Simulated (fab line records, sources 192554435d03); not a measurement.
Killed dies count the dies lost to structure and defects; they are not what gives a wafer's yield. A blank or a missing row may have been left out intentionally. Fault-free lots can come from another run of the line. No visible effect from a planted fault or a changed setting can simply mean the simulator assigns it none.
fab line records	flow n5_finfet
[record] lots = 7	wafers = 39
route steps=1938 shown ZERO_LAYER@4 FIN_SAQP@100 SD_EPI_N@278 HKMG_FIN@401 MOL_CONTACT_COAG@584 BEOL_M0_SAQP@698 BEOL_M1@814 BEOL_M3@998 BEOL_M4@1092 BEOL_M7@1299 BEOL_M9@1405 BEOL_M11@1592 PASSIVATION@1916
start_h: hours from the record's opening day to when the first of the lot's shown wafers began	wait_h: hours from the lot's prior step to this one	" same as the row above	L1.1+2: a row that stands for several wafers	- no value, or no start given	* or withheld: withheld	< > ~ a bound
route shown NAME@n: a module of which the file shows steps, and the number in the route of the first	usual: average and standard deviation across the fault-free wafers	same: alike in all rows	chamber/n: place in a boat	sites: per-site readings	_std_site: standard deviation of those values	_edge_site: mean of outer sites minus mean of inner sites	radius_mm: how far each site lies from the wafer's centre	mask NAME#n: copy n	behind: the most recent tool/chamber to have shaped the wafer	hold: cause of the lot's hold/its duration in hours/its outcome	device: transistor that didn't switch, given as n, p or np	end of line: the same wafers' tests at the end of the route	a step with no rows: only its recipe	killed: at the first sort, the dies lost to defects and structure; wafer yield is something else	map: a wafer's dies, x killed, . not, _ none there
set.NAME: setting as actually run; set.NAME@STEP: the setting as run at that earlier step	model.NAME: the simulator's own value behind a step, which no gauge read
lots with deliberately changed settings; one table per step, one row per wafer
[[steps]]
[step N5_ZERO_LAYER_PECVD_02]
[recipe] material = SiO2	target_thk_a = 100	temp_c = 400	precursor = SiH4/N2O	pressure_torr = 0.75	rf_w = 275	time_s = 6
[step N5_FIN_SAQP_PECVD_06]
[recipe] material = a-Si	target_thk_a = 600	temp_c = 400	precursor = SiH4/He	pressure_torr = 3	rf_w = 100	time_s = 48.1
[step N5_SD_EPI_N_ETCH_45]
[recipe] chemistry = CH3F/O2	target = SiOCN	target_depth_a = 60	mask_material = SOC	ion_energy_ev = 60	bias_w = 29	pressure_mtorr = 15	source_w = 410	Ar_flow_sccm = 150	CH3F_flow_sccm = 30	O2_flow_sccm = 20
[step N5_HKMG_FIN_DESCUM_53]
[recipe] chemistry = O2	time_s = 7.9	source_power_w = 50	bias_power_w = 20	pressure_mtorr = 20	rf_frequency_hz = 2.712e+07	temp_c = 40	resist = CAR-ArF	o2_flow_sccm = 225
[step N5_MOL_CONTACT_COAG_ETCHBACK_135]
[recipe] chemistry = CHF3	target = SiO2	target_depth_a = 250	time_s = 16.7	ion_energy_ev = 200	pressure_mtorr = 30	source_w = 610	bias_w = 170	Ar_flow_sccm = 200	CHF3_flow_sccm = 50
[step N5_BEOL_M0_SAQP_ALD_48]
[recipe] material = SiO2	target_thk_a = 200	temp_c = 100	ald_precursor_family = BDEAS	ald_co_reactant = O2-plasma	pulse_time_s = 1	co_reactant_pulse_time_s = 1	purge_time_s = 2	co_reactant_purge_time_s = 2	ald_cycles = 139	pressure_torr = 2
[step N5_BEOL_M1_SPUTTER_48]
[recipe] material = Cu	target_thk_a = 45	temp_c = -20	chamber_pressure_pa = 0.07	power_w = withheld	time_s = 8.29
[step N5_BEOL_M3_SPUTTER_81]
[step N5_BEOL_M4_SPUTTER_88]
[step N5_BEOL_M7_DESCUM_33]
[recipe] chemistry = O2	time_s = 7	source_power_w = 50	bias_power_w = 20	pressure_mtorr = 20	rf_frequency_hz = 2.712e+07	temp_c = 40	resist = CAR-EUV	o2_flow_sccm = 225
[step N5_BEOL_M9_HM_DEP_02]
[recipe] material = TiN	target_thk_a = 200	temp_c = 25	chamber_pressure_pa = 0.49996
[step N5_BEOL_M11_CVD_75]
[recipe] material = Co	target_thk_a = 20	temp_c = withheld	precursor = CCTBA/H2	pressure_torr = 30	time_s = 138.9
[step N5_PASSIVATION_PECVD_35]
[recipe] material = SiNx	target_thk_a = 7000	temp_c = 400	precursor = SiH4/NH3/N2	pressure_torr = 4.9	rf_w = 1406	time_s = 151.3
[step N5_PASSIVATION_PROBE_49]
[usual] defect_limited_yield = 91.1/1.3	killed_dies = 105/15	sort_n_pass = 1075/15	sort_yield_pct = 91.1/1.3
lot.wafer	tool	chamber	start_h	wait_h	set.time_s@ZERO_LAYER_PECVD_02	set.time_s@FIN_SAQP_PECVD_06	set.target_depth_a@SD_EPI_N_ETCH_45	set.time_s@HKMG_FIN_DESCUM_53	set.time_s@MOL_CONTACT_COAG_ETCHBACK_135	set.ald_cycles@BEOL_M0_SAQP_ALD_48	set.target_thk_a@BEOL_M1_SPUTTER_48	set.time_s@BEOL_M3_SPUTTER_81	set.time_s@BEOL_M4_SPUTTER_88	set.time_s@BEOL_M7_DESCUM_33	set.target_thk_a@BEOL_M9_HM_DEP_02	set.target_thk_a@BEOL_M11_CVD_75	set.time_s@PASSIVATION_PECVD_35	defect_limited_yield[%]	killed_dies	sort_n_pass	sort_yield_pct[%]
L076.1	prober-02	-	275.46	0.0	6	48.1	90.43	5.41	16.7	112	36.02	4.471	6.998	7	262.8	20	151.3	90.3	114	1066	90.3
L076.2	prober-02	-	275.51	0.1	6	48.1	90.43	7.9	16.7	112	45	4.471	8.29	7	200	20	151.3	91.7	98	1082	91.7
L076.3	prober-02	-	275.56	0.1	6	48.1	60	5.41	16.7	139	45	4.471	6.998	7	200	20	151.3	93.4	78	1102	93.4
L076.4	prober-02	-	275.61	0.2	6	48.1	60	5.41	16.7	139	45	8.29	8.29	7	262.8	20	151.3	93.4	78	1102	93.4
L076.5	prober-02	-	275.66	0.2	6	48.1	60	7.9	16.7	112	36.02	8.29	8.29	7	200	20	151.3	91.9	95	1085	91.9
L076.6	prober-02	-	275.71	0.3	6	48.1	90.43	7.9	16.7	139	36.02	8.29	6.998	7	262.8	20	151.3	91.4	102	1078	91.4
L083.1	prober-01	-	324.50	0.0	3.511	62.98	60	7.9	22.77	197	63.82	8.29	10.53	7	200	20	151.3	91.4	101	1079	91.4
L083.2	prober-01	-	324.55	0.1	6	62.98	60	7.9	16.7	139	45	3.51	10.53	3.683	200	20	151.3	92.1	93	1087	92.1
L083.3	prober-01	-	324.60	0.1	6	62.98	29.14	11.85	22.77	139	63.82	3.51	8.29	3.683	146.9	20	151.3	91.6	99	1081	91.6
L083.4	prober-01	-	324.65	0.2	3.511	48.1	29.14	11.85	16.7	139	45	8.29	10.53	7	146.9	20	151.3	93.6	75	1105	93.6
L083.5	prober-01	-	324.70	0.2	3.511	48.1	29.14	7.9	16.7	197	63.82	8.29	8.29	3.683	146.9	20	151.3	91.4	101	1079	91.4
L083.6	prober-01	-	324.75	0.3	6	48.1	60	11.85	22.77	197	45	3.51	8.29	7	200	20	151.3	88.8	132	1048	88.8
L084.1	prober-02	-	336.14	0.0	6	48.1	60	7.9	24.9	66	69.67	8.29	6.354	7	287.1	20	151.3	44.7	653	527	44.7
L084.2	prober-02	-	336.19	0.1	8.348	28.09	60	7.9	24.9	66	45	8.29	8.29	5.494	287.1	20	151.3	45.3	645	535	45.3
L084.3	prober-02	-	336.24	0.1	6	48.1	60	7.9	16.7	139	45	8.29	6.354	5.494	287.1	20	128.2	25.8	876	304	25.8
L084.4	prober-02	-	336.29	0.2	8.348	28.09	60	6.394	16.7	139	69.67	8.29	8.29	5.494	200	20	151.3	91.1	105	1075	91.1
L084.5	prober-02	-	336.34	0.2	8.348	48.1	60	6.394	16.7	66	69.67	8.29	8.29	7	200	20	128.2	90.8	109	1071	90.8
L084.6	prober-02	-	336.39	0.3	6	28.09	60	6.394	24.9	139	45	8.29	6.354	7	200	20	128.2	90.8	108	1072	90.8
L089.1	prober-02	-	368.49	0.4	6	48.1	60	7.9	16.7	139	45	8.29	8.29	7	200	20	151.3	91.3	103	1077	91.3
L089.2	prober-02	-	368.54	0.4	6	48.1	60	7.9	16.7	139	45	8.29	8.29	7	200	20	151.3	92.1	93	1087	92.1
L089.6	prober-02	-	368.74	0.6	6	48.1	60	7.9	16.7	139	45	8.29	8.29	7	200	20	151.3	90.4	113	1067	90.4
L092.1	prober-01	-	374.46	0.0	6	48.1	60	7.9	25.59	139	45	8.29	8.29	9.431	312.7	20	151.3	0.3	1176	4	0.3
L092.2	prober-01	-	374.51	0.1	8.427	61.44	60	9.971	25.59	139	45	8.29	11.52	7	200	20	151.3	87.9	143	1037	87.9
L092.3	prober-01	-	374.56	0.1	6	61.44	60	7.9	16.7	139	45	13.2	11.52	9.431	200	20	151.3	90.8	109	1071	90.8
L092.4	prober-01	-	374.61	0.2	6	48.1	60	9.971	16.7	139	45	8.29	8.29	9.431	200	20	151.3	90.1	117	1063	90.1
L092.5	prober-01	-	374.66	0.2	8.427	48.1	60	7.9	25.59	139	45	13.2	11.52	7	312.7	20	151.3	1.0	1168	12	1.0
L092.6	prober-01	-	374.71	0.3	8.427	61.44	60	9.971	16.7	139	45	13.2	8.29	7	312.7	20	151.3	0.4	1175	5	0.4
L093.1	prober-02	-	387.36	0.0	6	48.1	60	3.76	16.7	139	45	8.29	13.23	7	200	20	151.3	89.5	124	1056	89.5
L093.2	prober-02	-	387.41	0.1	6	48.1	95.08	3.76	16.7	180	23.18	6.603	8.29	7	157.8	20	94.6	90.3	114	1066	90.3
L093.3	prober-02	-	387.46	0.1	6	39.73	60	3.76	24.27	139	23.18	8.29	13.23	7	157.8	26.57	94.6	89.9	119	1061	89.9
L093.4	prober-02	-	387.51	0.2	6	39.73	95.08	7.9	24.27	139	23.18	6.603	8.29	7	200	20	94.6	91.5	100	1080	91.5
L093.5	prober-02	-	387.56	0.2	6	39.73	60	7.9	16.7	180	45	8.29	8.29	7	157.8	26.57	151.3	93.4	78	1102	93.4
L093.6	prober-02	-	387.61	0.3	6	48.1	95.08	7.9	24.27	180	45	6.603	13.23	7	200	26.57	151.3	91.6	99	1081	91.6
L094.1	prober-02	-	392.59	0.0	9.085	63.3	60	7.9	21.11	139	45	8.29	8.29	7	200	20	115.3	91.9	95	1085	91.9
L094.2	prober-02	-	392.64	0.1	6	63.3	60	7.9	21.11	139	23.56	8.29	8.29	8.96	239.3	20	151.3	91.4	101	1079	91.4
L094.3	prober-02	-	392.69	0.1	9.085	48.1	60	10.87	16.7	139	23.56	8.29	8.29	8.96	239.3	13.41	115.3	92.0	94	1086	92.0
L094.4	prober-02	-	392.74	0.2	6	48.1	36.25	10.87	21.11	139	45	8.29	8.29	7	239.3	13.41	151.3	91.0	106	1074	91.0
L094.5	prober-02	-	392.79	0.2	9.085	63.3	36.25	10.87	16.7	139	23.56	8.29	8.29	7	200	20	115.3	91.7	98	1082	91.7
L094.6	prober-02	-	392.84	0.3	6	48.1	36.25	7.9	16.7	139	45	8.29	8.29	8.96	200	13.41	151.3	90.6	111	1069	90.6
// killed by level:class
L076.1 BEOL_M2:geometric_particle:open=14 MOL_CONTACT_COAG:geometric_particle:open=12 BEOL_M0_SAQP:geometric_particle:short=9 BEOL_M0_SAQP:geometric_particle:open=8 BEOL_M9:area_open=7 BEOL_M3:geometric_particle:open=6 BEOL_M0:geometric_particle:open=6 FIN_SAQP:geometric_particle:short=5
L076.2 FIN_SAQP:geometric_particle:open=10 STI_FIN_REVEAL:geometric_particle:open=9 MOL_CONTACT_COAG:geometric_particle:open=9 PASS1_DEP:geometric_particle:open=8 FIN_SAQP:geometric_particle:short=6 BEOL_M0_SAQP:geometric_particle:short=6 BEOL_M1:geometric_particle:open=5 BEOL_M3:geometric_particle:open=4
L076.3 STI_FIN_REVEAL:geometric_particle:open=10 BEOL_M4:geometric_particle:open=9 FIN_SAQP:geometric_particle:open=8 MOL_CONTACT_COAG:geometric_particle:open=8 FIN_SAQP:geometric_particle:short=7 BEOL_M2:geometric_particle:open=4 DUMMY_GATE:geometric_particle:open=3 BEOL_M3:geometric_particle:open=3
L076.4 STI_FIN_REVEAL:geometric_particle:open=7 BEOL_M0_SAQP:geometric_particle:open=7 BEOL_M0_SAQP:geometric_particle:short=7 FIN_SAQP:geometric_particle:open=6 BEOL_M1:geometric_particle:open=5 FIN_SAQP:geometric_particle:short=4 STARTING-WAFER:geometric_particle:short=4 GATE_CUT:geometric_particle:short=3
L076.5 MOL_CONTACT_COAG:geometric_particle:open=11 STI_FIN_REVEAL:geometric_particle:open=9 BEOL_M1:geometric_particle:open=9 BEOL_M4:geometric_particle:open=8 FIN_SAQP:geometric_particle:short=6 GATE_CUT:geometric_particle:open=5 BEOL_M0_SAQP:geometric_particle:short=5 MOL_CONTACT_COAG:geometric_particle:short=4
L076.6 STI_FIN_REVEAL:geometric_particle:open=16 BEOL_M0_SAQP:geometric_particle:short=9 BEOL_M3:geometric_particle:open=7 STI_FIN_REVEAL:geometric_particle:short=7 BEOL_M1:geometric_particle:open=7 BEOL_M2:geometric_particle:open=7 FIN_SAQP:geometric_particle:open=5 MOL_CONTACT_COAG:geometric_particle:open=5
L083.1 BEOL_M0_SAQP:geometric_particle:open=15 STI_FIN_REVEAL:geometric_particle:open=10 BEOL_M0_SAQP:geometric_particle:short=10 MOL_CONTACT_COAG:geometric_particle:open=7 FIN_SAQP:geometric_particle:open=6 FIN_SAQP:geometric_particle:short=6 BEOL_M4:geometric_particle:open=5 GATE_CUT:geometric_particle:short=4
L083.2 STI_FIN_REVEAL:geometric_particle:open=14 MOL_CONTACT_COAG:geometric_particle:open=11 BEOL_M4:geometric_particle:open=9 BEOL_M3:geometric_particle:open=7 FIN_SAQP:geometric_particle:open=6 BEOL_M0_SAQP:geometric_particle:open=4 DUMMY_GATE:geometric_particle:open=3 ILD0:geometric_particle:open=3
L083.3 MOL_CONTACT_COAG:geometric_particle:open=15 STI_FIN_REVEAL:geometric_particle:open=7 BEOL_M3:geometric_particle:open=6 STARTING-WAFER:geometric_particle:open=5 BEOL_M0_SAQP:geometric_particle:short=4 BEOL_M2:geometric_particle:open=4 HKMG_FIN:area_etch=4 MOL_CONTACT_COAG:geometric_particle:short=3
L083.4 BEOL_M0_SAQP:geometric_particle:open=9 STI_FIN_REVEAL:geometric_particle:open=7 BEOL_M0_SAQP:geometric_particle:short=7 FIN_SAQP:geometric_particle:open=5 FIN_SAQP:geometric_particle:short=5 DUMMY_GATE:geometric_particle:open=5 BEOL_M2:geometric_particle:open=3 BEOL_M5:geometric_particle:open=3
L083.5 BEOL_M0_SAQP:geometric_particle:short=10 BEOL_M0_SAQP:geometric_particle:open=9 BEOL_M2:geometric_particle:open=8 MOL_CONTACT_COAG:geometric_particle:open=7 DUMMY_GATE:geometric_particle:open=7 FIN_SAQP:geometric_particle:open=6 STI_FIN_REVEAL:geometric_particle:open=6 BEOL_M1:geometric_particle:short=4
L083.6 BEOL_M0_SAQP:geometric_particle:open=17 FIN_SAQP:geometric_particle:open=14 BEOL_M0_SAQP:geometric_particle:short=14 MOL_CONTACT_COAG:geometric_particle:open=12 FIN_SAQP:geometric_particle:short=10 STI_FIN_REVEAL:geometric_particle:open=7 BEOL_M3:geometric_particle:open=5 BEOL_M2:geometric_particle:open=5
L084.1 BEOL_M9:area_open=526 FIN_SAQP:geometric_particle:short=20 FIN_SAQP:geometric_particle:open=17 BEOL_M1:geometric_particle:open=13 STI_FIN_REVEAL:geometric_particle:open=10 MOL_CONTACT_COAG:geometric_particle:open=8 BEOL_M3:geometric_particle:open=6 GATE_CUT:geometric_particle:open=4
L084.2 BEOL_M9:area_open=559 FIN_SAQP:geometric_particle:short=8 FIN_SAQP:geometric_particle:open=7 BEOL_M2:geometric_particle:open=7 BEOL_M1:geometric_particle:open=6 DUMMY_GATE:geometric_particle:open=5 MIM_BOT:geometric_particle:open=5 STI_FIN_REVEAL:geometric_particle:open=4
L084.3 BEOL_M9:area_open=782 FIN_SAQP:geometric_particle:short=19 FIN_SAQP:geometric_particle:open=15 MOL_CONTACT_COAG:geometric_particle:open=11 DUMMY_GATE:geometric_particle:open=7 BEOL_M2:geometric_particle:open=7 STI_FIN_REVEAL:geometric_particle:open=6 MOL_CONTACT_COAG:geometric_particle:short=5
L084.4 FIN_SAQP:geometric_particle:open=17 FIN_SAQP:geometric_particle:short=15 MOL_CONTACT_COAG:geometric_particle:open=8 BEOL_M1:geometric_particle:open=7 BEOL_M2:geometric_particle:open=4 DUMMY_GATE:geometric_particle:open=4 SPACER0:geometric_particle:short=4 MOL_CONTACT_COAG:geometric_particle:short=4
L084.5 FIN_SAQP:geometric_particle:short=12 FIN_SAQP:geometric_particle:open=10 STI_FIN_REVEAL:geometric_particle:open=9 MOL_CONTACT_COAG:geometric_particle:open=9 STI_FIN_REVEAL:geometric_particle:short=6 BEOL_M1:geometric_particle:open=6 GATE_CUT:geometric_particle:short=5 BEOL_M2:geometric_particle:open=4
L084.6 FIN_SAQP:geometric_particle:short=16 FIN_SAQP:geometric_particle:open=13 MOL_CONTACT_COAG:geometric_particle:open=11 BEOL_M3:geometric_particle:open=9 MOL_CONTACT_COAG:geometric_particle:short=6 DUMMY_GATE:geometric_particle:open=5 GATE_CUT:geometric_particle:open=5 STARTING-WAFER:geometric_particle:short=5
L089.1 BEOL_M2:geometric_particle:open=11 BEOL_M4:geometric_particle:open=9 BEOL_M1:geometric_particle:open=8 BEOL_M0_SAQP:geometric_particle:open=7 FIN_SAQP:geometric_particle:short=6 MOL_CONTACT_COAG:geometric_particle:open=6 BEOL_M0_SAQP:geometric_particle:short=6 FIN_SAQP:geometric_particle:open=5
L089.2 MOL_CONTACT_COAG:geometric_particle:open=15 STI_FIN_REVEAL:geometric_particle:open=10 BEOL_M4:geometric_particle:open=8 ILD0:geometric_particle:short=7 BEOL_M1:geometric_particle:open=7 BEOL_M0_SAQP:geometric_particle:short=7 BEOL_M2:geometric_particle:open=5 BEOL_M0_SAQP:geometric_particle:open=4
L089.6 BEOL_M4:geometric_particle:open=12 BEOL_M0_SAQP:geometric_particle:short=11 BEOL_M0_SAQP:geometric_particle:open=7 FIN_SAQP:geometric_particle:open=6 FIN_SAQP:geometric_particle:short=6 MOL_CONTACT_COAG:geometric_particle:open=6 BEOL_M1:geometric_particle:open=6 STI_FIN_REVEAL:geometric_particle:open=5
L092.1 BEOL_M9:area_open=1079 BEOL_M3:geometric_particle:open=18 FIN_SAQP:geometric_particle:short=11 MOL_CONTACT_COAG:geometric_particle:open=9 FIN_SAQP:geometric_particle:open=8 BEOL_M0_SAQP:geometric_particle:open=8 DUMMY_GATE:geometric_particle:open=4 BEOL_M4:geometric_particle:open=4
L092.2 FIN_SAQP:geometric_particle:short=30 FIN_SAQP:geometric_particle:open=19 BEOL_M0_SAQP:geometric_particle:short=14 BEOL_M0_SAQP:geometric_particle:open=10 STI_FIN_REVEAL:geometric_particle:open=8 BEOL_M3:geometric_particle:open=8 BEOL_M1:geometric_particle:open=7 BEOL_M4:geometric_particle:open=5
L092.3 BEOL_M3:geometric_particle:open=15 BEOL_M0_SAQP:geometric_particle:short=13 FIN_SAQP:geometric_particle:open=9 FIN_SAQP:geometric_particle:short=8 BEOL_M0_SAQP:geometric_particle:open=7 STI_FIN_REVEAL:geometric_particle:open=6 GATE_CUT:geometric_particle:short=6 BEOL_M2:geometric_particle:open=5
L092.4 BEOL_M0_SAQP:geometric_particle:short=17 BEOL_M1:geometric_particle:open=11 BEOL_M0_SAQP:geometric_particle:open=10 FIN_SAQP:geometric_particle:short=8 BEOL_M3:geometric_particle:open=8 MOL_CONTACT_COAG:geometric_particle:open=6 BEOL_M8:geometric_particle:open=6 FIN_SAQP:geometric_particle:open=5
L092.5 BEOL_M9:area_open=1043 FIN_SAQP:geometric_particle:short=16 BEOL_M0_SAQP:geometric_particle:open=15 FIN_SAQP:geometric_particle:open=14 BEOL_M3:geometric_particle:open=14 BEOL_M0_SAQP:geometric_particle:short=9 BEOL_M1:geometric_particle:open=6 BEOL_M2:geometric_particle:open=6
L092.6 BEOL_M9:area_open=1080 FIN_SAQP:geometric_particle:short=17 GATE_CUT:geometric_particle:short=10 FIN_SAQP:geometric_particle:open=8 BEOL_M0_SAQP:geometric_particle:short=6 STI_FIN_REVEAL:geometric_particle:open=5 BEOL_M0_SAQP:geometric_particle:open=5 BEOL_M1:geometric_particle:open=5
L093.1 STI_FIN_REVEAL:geometric_particle:open=14 MOL_CONTACT_COAG:geometric_particle:open=14 FIN_SAQP:geometric_particle:open=10 GATE_CUT:geometric_particle:open=7 BEOL_M1:geometric_particle:open=7 GATE_CUT:geometric_particle:short=7 BEOL_M2:geometric_particle:open=6 BEOL_M3:geometric_particle:open=6
L093.2 STI_FIN_REVEAL:geometric_particle:open=14 BEOL_M4:geometric_particle:open=12 FIN_SAQP:geometric_particle:short=10 FIN_SAQP:geometric_particle:open=9 MOL_CONTACT_COAG:geometric_particle:open=6 BEOL_M2:geometric_particle:open=5 BEOL_M8:geometric_particle:open=5 BEOL_M0_SAQP:geometric_particle:open=4
L093.3 FIN_SAQP:geometric_particle:open=14 BEOL_M3:geometric_particle:open=10 BEOL_M2:geometric_particle:open=10 DUMMY_GATE:geometric_particle:open=7 BEOL_M4:geometric_particle:open=7 FIN_SAQP:geometric_particle:short=6 GATE_CUT:geometric_particle:open=6 GATE_CUT:geometric_particle:short=6
L093.4 MOL_CONTACT_COAG:geometric_particle:open=12 FIN_SAQP:geometric_particle:short=9 BEOL_M4:geometric_particle:open=8 BEOL_M0_SAQP:geometric_particle:open=7 STI_FIN_REVEAL:geometric_particle:open=5 GATE_CUT:geometric_particle:short=5 BEOL_M1:geometric_particle:open=4 BEOL_M1:geometric_particle:short=4
L093.5 FIN_SAQP:geometric_particle:open=9 BEOL_M2:geometric_particle:open=9 BEOL_M4:geometric_particle:open=7 BEOL_M3:geometric_particle:open=7 FIN_SAQP:geometric_particle:short=5 STI_FIN_REVEAL:geometric_particle:open=5 BEOL_M0_SAQP:geometric_particle:open=3 BEOL_M0:geometric_particle:open=3
L093.6 MOL_CONTACT_COAG:geometric_particle:open=13 FIN_SAQP:geometric_particle:open=9 STI_FIN_REVEAL:geometric_particle:open=8 GATE_CUT:geometric_particle:short=6 FIN_SAQP:geometric_particle:short=4 GATE_CUT:geometric_particle:open=4 BEOL_M4:geometric_particle:open=4 PAD_METAL:geometric_particle:short=4
L094.1 STI_FIN_REVEAL:geometric_particle:open=11 MOL_CONTACT_COAG:geometric_particle:open=10 FIN_SAQP:geometric_particle:open=9 BEOL_M0_SAQP:geometric_particle:open=9 BEOL_M3:geometric_particle:open=7 GATE_CUT:geometric_particle:open=4 MOL_CONTACT_COAG:geometric_particle:short=4 BEOL_M5:geometric_particle:open=4
L094.2 STI_FIN_REVEAL:geometric_particle:open=10 BEOL_M3:geometric_particle:open=10 BEOL_M0_SAQP:geometric_particle:open=9 MOL_CONTACT_COAG:geometric_particle:open=7 BEOL_M0_SAQP:geometric_particle:short=7 FIN_SAQP:geometric_particle:open=4 STI_FIN_REVEAL:geometric_particle:short=4 GATE_CUT:geometric_particle:short=4
L094.3 BEOL_M0_SAQP:geometric_particle:short=15 MOL_CONTACT_COAG:geometric_particle:open=12 MOL_CONTACT_COAG:geometric_particle:short=5 BEOL_M0_SAQP:geometric_particle:open=5 BEOL_M3:geometric_particle:open=5 FIN_SAQP:geometric_particle:open=4 STI_FIN_REVEAL:geometric_particle:open=4 BEOL_M2:geometric_particle:short=4
L094.4 MOL_CONTACT_COAG:geometric_particle:open=21 STI_FIN_REVEAL:geometric_particle:open=16 BEOL_M0_SAQP:geometric_particle:short=9 DUMMY_GATE:geometric_particle:open=6 BEOL_M0_SAQP:geometric_particle:open=6 FIN_SAQP:geometric_particle:short=5 BEOL_M1:geometric_particle:open=5 BEOL_M3:geometric_particle:open=5
L094.5 BEOL_M0_SAQP:geometric_particle:short=13 MOL_CONTACT_COAG:geometric_particle:open=11 BEOL_M0_SAQP:geometric_particle:open=9 DUMMY_GATE:geometric_particle:open=7 STI_FIN_REVEAL:geometric_particle:open=6 FIN_SAQP:geometric_particle:open=5 BEOL_M3:geometric_particle:open=5 STI_FIN_REVEAL:geometric_particle:short=4
L094.6 DUMMY_GATE:geometric_particle:open=14 BEOL_M0_SAQP:geometric_particle:short=13 MOL_CONTACT_COAG:geometric_particle:open=8 BEOL_M0_SAQP:geometric_particle:open=8 BEOL_M2:geometric_particle:open=8 STI_FIN_REVEAL:geometric_particle:open=7 BEOL_M3:geometric_particle:open=7 MOL_CONTACT_COAG:geometric_particle:short=6
[[key]]
[split] step = N5_ZERO_LAYER_PECVD_02	setting = time_s	stated_as = 6
response none clear
[split] step = N5_FIN_SAQP_PECVD_06	setting = time_s	stated_as = 48.1
response none clear
[split] step = N5_SD_EPI_N_ETCH_45	setting = target_depth_a	stated_as = 60
response none clear
[split] step = N5_HKMG_FIN_DESCUM_53	setting = time_s	stated_as = 7.9
response none clear
[split] step = N5_MOL_CONTACT_COAG_ETCHBACK_135	setting = time_s	stated_as = 16.7
response none clear
[split] step = N5_BEOL_M0_SAQP_ALD_48	setting = ald_cycles	stated_as = 139
response none clear
[split] step = N5_BEOL_M1_SPUTTER_48	setting = target_thk_a	stated_as = 45
response none clear
[split] step = N5_BEOL_M3_SPUTTER_81	setting = time_s	stated_as = 8.29
response none clear
[split] step = N5_BEOL_M4_SPUTTER_88	setting = time_s	stated_as = 8.29
response none clear
[split] step = N5_BEOL_M7_DESCUM_33	setting = time_s	stated_as = 7
response none clear
[split] step = N5_BEOL_M9_HM_DEP_02	setting = target_thk_a	stated_as = 200
[response] step = N5_PASSIVATION_PROBE_49	reading = defect_limited_yield	slope = -1.13	per = 1%	together_with = all	explained = 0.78
[response] step = N5_PASSIVATION_PROBE_49	reading = sort_n_pass	slope = -13.3	per = 1%	together_with = all	explained = 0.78
[response] step = N5_PASSIVATION_PROBE_49	reading = sort_yield_pct	slope = -1.13	per = 1%	together_with = all	explained = 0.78
[response] step = N5_PASSIVATION_PROBE_49	reading = killed_dies	slope = +13.3	per = 1%	together_with = all	explained = 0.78
[split] step = N5_BEOL_M11_CVD_75	setting = target_thk_a	stated_as = 20
response none clear
[split] step = N5_PASSIVATION_PECVD_35	setting = time_s	stated_as = 151.3
response none clear
